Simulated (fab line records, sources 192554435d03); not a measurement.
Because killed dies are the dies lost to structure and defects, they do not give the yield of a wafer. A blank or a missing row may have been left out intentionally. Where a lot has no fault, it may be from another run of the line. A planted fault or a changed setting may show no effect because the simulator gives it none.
Split-lot experiment -- flow n5_finfet -- on a route of 1938 steps: 7 lots, 21 wafers read

## THE SPLIT ITSELF
At N5_BEOL_M2_DESCUM_33 (chemistry O2, time 7 s), the setting time_s was moved away from the recipe's 7 s on 3 of the 21 wafers read, by -18.0% to -17.5%. This setting was run at the recipe's value on the other wafers.

## THE PATH FROM SPLIT TO READING: the file shows 1 step between them
- N5_BEOL_M2_ETCH_77: etches underlayer in N2/H2, target depth 6.5 nm, time 5.2 s

## THE READING
CAR-EUV_of_BEOL_M2_COAT_22.thk_nm (the simulator's own value, which no gauge read), in nm, at N5_BEOL_M2_ETCH_69 (etches SiARC in CF4, target depth 15.6 nm, time 26 s). The file gives no usual value for it. The 18 wafers here that ran the recipe average 11.1 nm, standard deviation 0.09 nm.

wafer,"tool, chamber at the split","time_s as run, s",against the recipe,"CAR-EUV_of_BEOL_M2_COAT_22.thk_nm, nm",against lot-mates on the recipe
L083.1,"rie_diel-01, 1,3",7,recipe,11.2,-
L083.2,"rie_diel-01, 1,3",7,recipe,11.2,-
L083.5,"rie_diel-01, 2",7,recipe,11.2,-
L082.2,"rie_diel-03, 1,0",7,recipe,11.2,-
L082.3,"rie_diel-03, 1,0",7,recipe,11,-
L082.4,"rie_diel-03, 3",5.772,-17.5%,11.6,+0.5
L085.1,"rie_diel-03, 0,3,2",7,recipe,11.2,-
L085.2,"rie_diel-03, 0,3,2",7,recipe,11,-
L085.4,"rie_diel-03, 0,3,2",7,recipe,11,-
L089.3,"rie_diel-04, 0",7,recipe,11.2,-
L089.4,"rie_diel-04, 1",5.74,-18.0%,12,+0.8
L089.5,"rie_diel-04, 0",5.74,-18.0%,11.8,+0.6
L092.3,"rie_diel-01, 0,1",7,recipe,11,-
L092.4,"rie_diel-01, 0,1",7,recipe,11,-
L092.6,"rie_diel-01, 0",7,recipe,11.2,-
L093.1,"rie_diel-04, 0",7,recipe,11.2,-
L093.2,"rie_diel-04, 2,1",7,recipe,11.2,-
L093.4,"rie_diel-04, 2,1",7,recipe,11.2,-
L094.3,"rie_diel-04, 3,0",7,recipe,11.2,-
L094.4,"rie_diel-04, 3,0",7,recipe,11.2,-
L094.5,"rie_diel-04, 1",7,recipe,11.2,-
The file does not say which wafer passed through which chamber wherever a row lists several chambers: such a row stands for several wafers.

THE FIT
A straight line over all 21 wafers: CAR-EUV_of_BEOL_M2_COAT_22.thk_nm changes by -0.0368 nm for each +1% of time_s; r = -0.91; the points scatter about the line by 0.11 nm.
The same after taking each lot's own level away (the mean of its wafers on the recipe; 21 wafers): -0.0356 nm for each +1%; r = -0.95; scatter 0.078 nm.
According to that fit, moving time_s by its largest amount changes the reading by 0.64 nm.
Measured against the standard deviation above, the lots' own levels, which go from 11.07 to 11.20 nm, span 1.5 times it.
The two slopes are in agreement: the lot-to-lot level therefore moves the slope only a little.
Check: +0.558 nm against its lot-mates is what the line predicts for one of the wafers moved furthest among these (-18.0%) when that wafer is left out of the fit. Against them it came out at +0.8 nm.

## FURTHER SPLITS ON THESE WAFERS
Note: prior to the reading, these wafers also went through further splits. Each is held against what the fit with the lots' levels taken away leaves over:
other split on the same wafers,wafers away from the commonest value,r with CAR-EUV_of_BEOL_M2_COAT_22.thk_nm (lot level and that fit taken away)
N5_BEOL_M1_COAT_73 temp_c,5,+0.08
N5_BEOL_M2_ILD_DEP_00 time_s,9,+0.17

## THE WHOLE CHAIN: every reading that the file lists as answering this split, in the file's order
step,what it does,reading,change (the file's fit),r (the file's)
N5_BEOL_M2_DESCUM_33,"chemistry O2, time 7 s","CAR-EUV_of_BEOL_M2_COAT_22.thk_nm (the simulator's own value, which no gauge read)",-0.0366 nm for each +1% of the setting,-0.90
N5_BEOL_M2_ETCH_77,"etches underlayer in N2/H2, target depth 6.5 nm, time 5.2 s","CAR-EUV_of_BEOL_M2_COAT_22.thk_nm (the simulator's own value, which no gauge read)",-0.0395 nm for each +1% of the setting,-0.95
N5_BEOL_M2_ETCH_69,"etches SiARC in CF4, target depth 15.6 nm, time 26 s","CAR-EUV_of_BEOL_M2_COAT_22.thk_nm (the simulator's own value, which no gauge read)",-0.0338 nm for each +1% of the setting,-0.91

## THE FILE'S OWN FIT
CAR-EUV_of_BEOL_M2_COAT_22.thk_nm changes by -0.0338 nm for each +1% of time_s, r = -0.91.
